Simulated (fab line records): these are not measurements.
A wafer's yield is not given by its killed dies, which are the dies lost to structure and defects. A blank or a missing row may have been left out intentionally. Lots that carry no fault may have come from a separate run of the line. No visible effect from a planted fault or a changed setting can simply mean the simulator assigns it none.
fab line records	flow n5_finfet	part 2 of 2: steps 16 to 25 of 25
record lots=5	wafers=15	last_day=16
route steps=1938 shown BEOL_M9@1434
lots untouched by any fault: they come from a run of this same line in which no faults occurred
start_h: the number of hours between the record's first day and the start of the first shown wafer of the lot	wait_h: hours since the lot's step before	" identical to the entry in the row above	L1.1+2: several wafers, shown together as one row	- no value, or no start given	* or withheld: withheld	< > ~ a bound
route shown NAME@n: a module of which the file shows steps, and the number in the route of the first	usual: the fault-free wafers' mean and standard deviation	same: alike in all rows	chamber/n: place in a boat	sites: per-site readings	_std_site: their standard deviation	_edge_site: the outer-site mean with the inner-site mean subtracted	radius_mm: for every site, how far away it sits from the centre of the wafer	mask NAME#n: copy n	behind: the tool/chamber that last shaped the wafer	hold: why the lot was held/for how many hours/how that ended	device: names the non-switching transistor (n, p or np)	end of line: the same wafers' tests at the end of the route	a step without rows: its recipe alone	killed: the dies lost at the first sort to structure and to defects; this is not the yield of the wafer	map: dies across one wafer; x = killed, . = not, _ = none there
set.NAME: the setting the step ran with; set.NAME@STEP: the setting that earlier step ran with	model.NAME: the simulator's own value behind a step, which no gauge read
certain route steps with their lots: each step a table, each wafer a row
services: from which hour (start_h, from the record's first day; less than 0 if before it) a tool's chamber was out of use, for how many hours, and why
## steps
# step N5_BEOL_M9_OCD_MEAS_38
# usual trench_depth_nm=151.6/2.7
lot.wafer	tool	chamber	start_h	wait_h	trench_depth_nm
L083.1	ocd-01	-	253.84	-	155.4
L083.4	"	-	"	"	149.9
L083.5	"	-	"	"	149.0
L090.1	ocd-02	-	293.04	-	151.6
L090.4	"	-	"	"	155.7
L090.6	"	-	"	"	151.8
L088.2	ocd-01	-	296.65	-	149.4
L088.3	"	-	"	"	153.0
L088.5	"	-	"	"	152.9
L091.2	ocd-02	-	308.93	-	150.0
L091.4	"	-	"	"	148.8
L091.5	"	-	"	"	150.0
L095.1	ocd-02	-	327.83	-	148.4
L095.3	"	-	"	"	150.6
L095.5	"	-	"	"	151.4
# step N5_BEOL_M9_HM_STRIP_39
# recipe chemistry=peroxide_tin_strip	material=TiN	target_depth_a=250	temp_c=50	time_s=158
# usual bath_heat_duty_pct=7.5/0.72
lot.wafer	tool	chamber	start_h	wait_h	bath_heat_duty_pct
L083.1	wet_bench-03	6	253.92	0.1	6.8
L083.4	"	0	"	"	7.0
L083.5	"	2	"	"	7.4
L090.1	wet_bench-02	1	293.07	0.0	7.2
L090.4	"	2	"	"	7.1
L090.6	"	5	"	"	7.8
L088.2	wet_bench-05	2	296.68	0.0	6.7
L088.3	"	5	"	"	8.6
L088.5	"	1	"	"	7.8
L091.2	wet_bench-03	6	308.96	0.0	8.3
L091.4	"	3	"	"	6.7
L091.5	"	0	"	"	7.4
L095.1	wet_bench-05	3	327.87	0.0	8.0
L095.3	"	2	"	"	7.9
L095.5	"	0	"	"	8.2
# step N5_BEOL_M9_SRD_40
# recipe time_s=30	temp_c=23	rinse_liquid=diw	dry=ipa_marangoni
# usual bath_heat_duty_pct=3.9/0.51
lot.wafer	tool	chamber	start_h	wait_h	bath_heat_duty_pct
L083.1	wet_bench-03	6	254.01	0.0	3.3
L083.4	"	0	"	"	3.7
L083.5	"	2	"	"	3.4
L090.1	wet_bench-02	1	293.12	0.0	3.8
L090.4	"	2	"	"	3.9
L090.6	"	5	"	"	3.6
L088.2	wet_bench-05	2	296.73	0.0	4.3
L088.3	"	5	"	"	3.9
L088.5	"	1	"	"	4.1
L091.2	wet_bench-03	6	309.05	0.0	3.1
L091.4	"	3	"	"	3.0
L091.5	"	0	"	"	4.8
L095.1	wet_bench-05	3	327.91	0.0	4.7
L095.3	"	2	"	"	3.5
L095.5	"	0	"	"	4.8
# step N5_BEOL_M9_PRECLEAN_42
# recipe chemistry=residue_remover	time_s=60	temp_c=40
# usual bath_heat_duty_pct=4.8/0.57
lot.wafer	tool	chamber	start_h	wait_h	bath_heat_duty_pct
L083.1	wet_bench-03	6	254.04	0.0	4.6
L083.4	"	0	"	"	5.5
L083.5	"	2	"	"	4.4
L090.1	wet_bench-02	1	293.14	0.0	4.4
L090.4	"	2	"	"	4.1
L090.6	"	5	"	"	5.0
L088.2	wet_bench-05	2	296.74	0.0	4.5
L088.3	"	5	"	"	5.2
L088.5	"	1	"	"	4.4
L091.2	wet_bench-03	6	309.08	0.0	4.9
L091.4	"	3	"	"	4.0
L091.5	"	0	"	"	4.9
L095.1	wet_bench-05	3	327.93	0.0	6.2
L095.3	"	2	"	"	4.4
L095.5	"	0	"	"	4.8
# step N5_BEOL_M9_SRD_43
# recipe time_s=30	temp_c=23	rinse_liquid=diw	dry=ipa_marangoni
# usual bath_heat_duty_pct=3.8/0.47
lot.wafer	tool	chamber	start_h	wait_h	bath_heat_duty_pct
L083.1	wet_bench-03	6	254.08	0.0	4.2
L083.4	"	0	"	"	3.8
L083.5	"	2	"	"	4.2
L090.1	wet_bench-02	1	293.15	0.0	4.0
L090.4	"	2	"	"	3.9
L090.6	"	5	"	"	3.8
L088.2	wet_bench-05	2	296.76	0.0	4.0
L088.3	"	5	"	"	4.6
L088.5	"	1	"	"	3.7
L091.2	wet_bench-03	6	309.12	0.0	3.9
L091.4	"	3	"	"	2.4
L091.5	"	0	"	"	4.0
L095.1	wet_bench-05	3	327.95	0.0	4.5
L095.3	"	2	"	"	4.3
L095.5	"	0	"	"	3.7
# step N5_BEOL_M9_CD_MEAS_35
# recipe target_cd_nm=70	target_cd_y_nm=40	polarity=opening
# usual cd_nm=70.0/0.53
lot.wafer	tool	chamber	start_h	wait_h	cd_nm
L083.1	cd_sem-02	-	254.13	0.0	70.4
L083.4	"	-	"	"	69.8
L083.5	"	-	"	"	69.9
L090.1	cd_sem-01	-	293.19	0.0	70.4
L090.4	"	-	"	"	70.2
L090.6	"	-	"	"	70.3
L088.2	cd_sem-01	-	296.80	0.0	69.7
L088.3	"	-	"	"	70.2
L088.5	"	-	"	"	69.8
L091.2	cd_sem-03	-	309.17	0.0	69.8
L091.4	"	-	"	"	70.2
L091.5	"	-	"	"	69.6
L095.1	cd_sem-01	-	327.99	0.0	70.8
L095.3	"	-	"	"	70.2
L095.5	"	-	"	"	70.6
# step N5_BEOL_M9_CURE_72
# recipe temp_c=370	time_s=120	ambient=DMADMS/He	material=SiCOH_lowk
# usual lamp_power_pct=52.32/0.055	wafer_temp_C_max=371.6/0.53
lot.wafer	tool	chamber	start_h	wait_h	lamp_power_pct	wafer_temp_C_max
L083.1	uv_cure-02	2	254.29	0.2	52.36	371.7
L083.4	"	2	"	"	52.28	371.5
L083.5	"	2	"	"	52.42	371.8
L090.1	uv_cure-03	0	293.25	0.1	52.26	371.2
L090.4	"	0	"	"	52.33	371.5
L090.6	"	0	"	"	52.30	372.3
L088.2	uv_cure-03	1	296.89	0.1	52.36	372.7
L088.3	"	1	"	"	52.27	372.6
L088.5	"	1	"	"	52.28	371.8
L091.2	uv_cure-03	2	309.27	0.1	52.30	372.4
L091.4	"	2	"	"	52.18	371.8
L091.5	"	2	"	"	52.25	372.2
L095.1	uv_cure-01	2	328.03	0.0	52.39	371.5
L095.3	"	2	"	"	52.36	372.1
L095.5	"	2	"	"	52.31	371.6
# step N5_BEOL_M9_DEGAS_44
# recipe ambient=vacuum	temp_c=250	time_s=60
# usual heater_power_w=330/31	susceptor_temp_C=250.03/0.17
lot.wafer	tool	chamber	start_h	wait_h	heater_power_w	susceptor_temp_C
L083.1	pvd_sputter-03	-	254.73	0.4	294	249.91
L083.4	"	-	"	"	328	250.10
L083.5	"	-	"	"	340	250.17
L090.1	pvd_sputter-03	-	293.71	0.4	328	250.10
L090.4	"	-	"	"	338	250.30
L090.6	"	-	"	"	336	250.32
L088.2	pvd_sputter-01	-	297.19	0.3	403	249.90
L088.3	"	-	"	"	313	250.04
L088.5	"	-	"	"	337	249.92
L091.2	pvd_sputter-03	-	309.65	0.3	347	249.95
L091.4	"	-	"	"	329	250.37
L091.5	"	-	"	"	332	250.15
L095.1	pvd_sputter-01	-	328.45	0.4	328	249.98
L095.3	"	-	"	"	306	249.99
L095.5	"	-	"	"	362	249.91
# step N5_BEOL_M9_PRE_CLEAN_45
# recipe gas=H2/He	time_s=30	temp_c=250
# usual heater_power_w=330/31	susceptor_temp_C=249.98/0.16
lot.wafer	tool	chamber	start_h	wait_h	heater_power_w	susceptor_temp_C
L083.1	pvd_sputter-03	-	254.77	0.0	288	249.86
L083.4	"	-	"	"	344	249.74
L083.5	"	-	"	"	346	250.09
L090.1	pvd_sputter-03	-	293.75	0.0	325	250.06
L090.4	"	-	"	"	331	249.94
L090.6	"	-	"	"	336	250.04
L088.2	pvd_sputter-01	-	297.23	0.0	387	250.26
L088.3	"	-	"	"	307	249.97
L088.5	"	-	"	"	321	250.29
L091.2	pvd_sputter-03	-	309.69	0.0	341	250.06
L091.4	"	-	"	"	331	250.17
L091.5	"	-	"	"	320	249.97
L095.1	pvd_sputter-01	-	328.49	0.0	329	250.00
L095.3	"	-	"	"	306	250.22
L095.5	"	-	"	"	358	250.08
# step N5_BEOL_M9_ALD_74
# recipe material=TaN	target_thk_a=20	temp_c=275	ald_precursor_family=PDMAT	ald_co_reactant=NH3	pressure_torr=3	carrier_flow_sccm=1500	pulse_time_s=2	purge_time_s=3	co_reactant_purge_time_s=2	co_reactant_pulse_time_s=3	ald_cycles=40	precursor_vessel_temp_c=75	precursor_vessel_pressure_torr=26.25	precursor_vessel_carrier_sccm=1000
# usual heater_power_outer_w=216/31	heater_power_w=410/50	susceptor_temp_C=274.98/0.17
# same co_reactant_purge_time_s=2
lot.wafer	tool	chamber	start_h	wait_h	heater_power_outer_w	heater_power_w	susceptor_temp_C
L083.1	ald_metal-04	0	254.84	0.1	250	471	274.75
L083.4	"	1	"	"	202	377	275.10
L083.5	"	1	"	"	197	370	275.11
L090.1	ald_metal-02	2	293.81	0.0	156	312	274.84
L090.4	"	0	"	"	240	445	274.90
L090.6	"	0	"	"	231	434	274.86
L088.2	ald_metal-03	1	297.29	0.0	199	397	274.93
L088.3	"	2	"	"	213	412	274.91
L088.5	"	3	"	"	242	469	275.16
L091.2	ald_metal-03	0	309.76	0.1	221	418	275.22
L091.4	"	2	"	"	210	413	274.71
L091.5	"	1	"	"	199	394	274.97
L095.1	ald_metal-04	2	328.55	0.0	191	376	275.05
L095.3	"	3	"	"	250	449	275.16
L095.5	"	3	"	"	247	452	275.29
## services
tool	chamber	start_h	hours	kind
rie_diel-06	0	229.98	-	clean
rie_diel-06	0	229.98	-	consumable_replace:focus_ring
rie_diel-06	0	229.98	14.3	scheduled_down
rie_diel-06	0	229.98	14.3	vent_cycle
rie_diel-02	2	237.18	4.4	repair
rie_diel-06	2	241.17	1.2	repair
uv_cure-03	-	251.03	7.5	pm
rie_diel-06	3	259.63	4.8	repair
uv_cure-02	-	266.72	0.4	repair
uv_cure-01	-	272.53	0.3	repair
wet_bench-05	-	275.20	2.8	repair
rie_diel-06	-	298.79	0.8	repair
ald_metal-04	1	304.32	27.4	repair
rie_diel-03	-	323.93	14.6	pm
rie_diel-06	2	325.16	13.6	repair
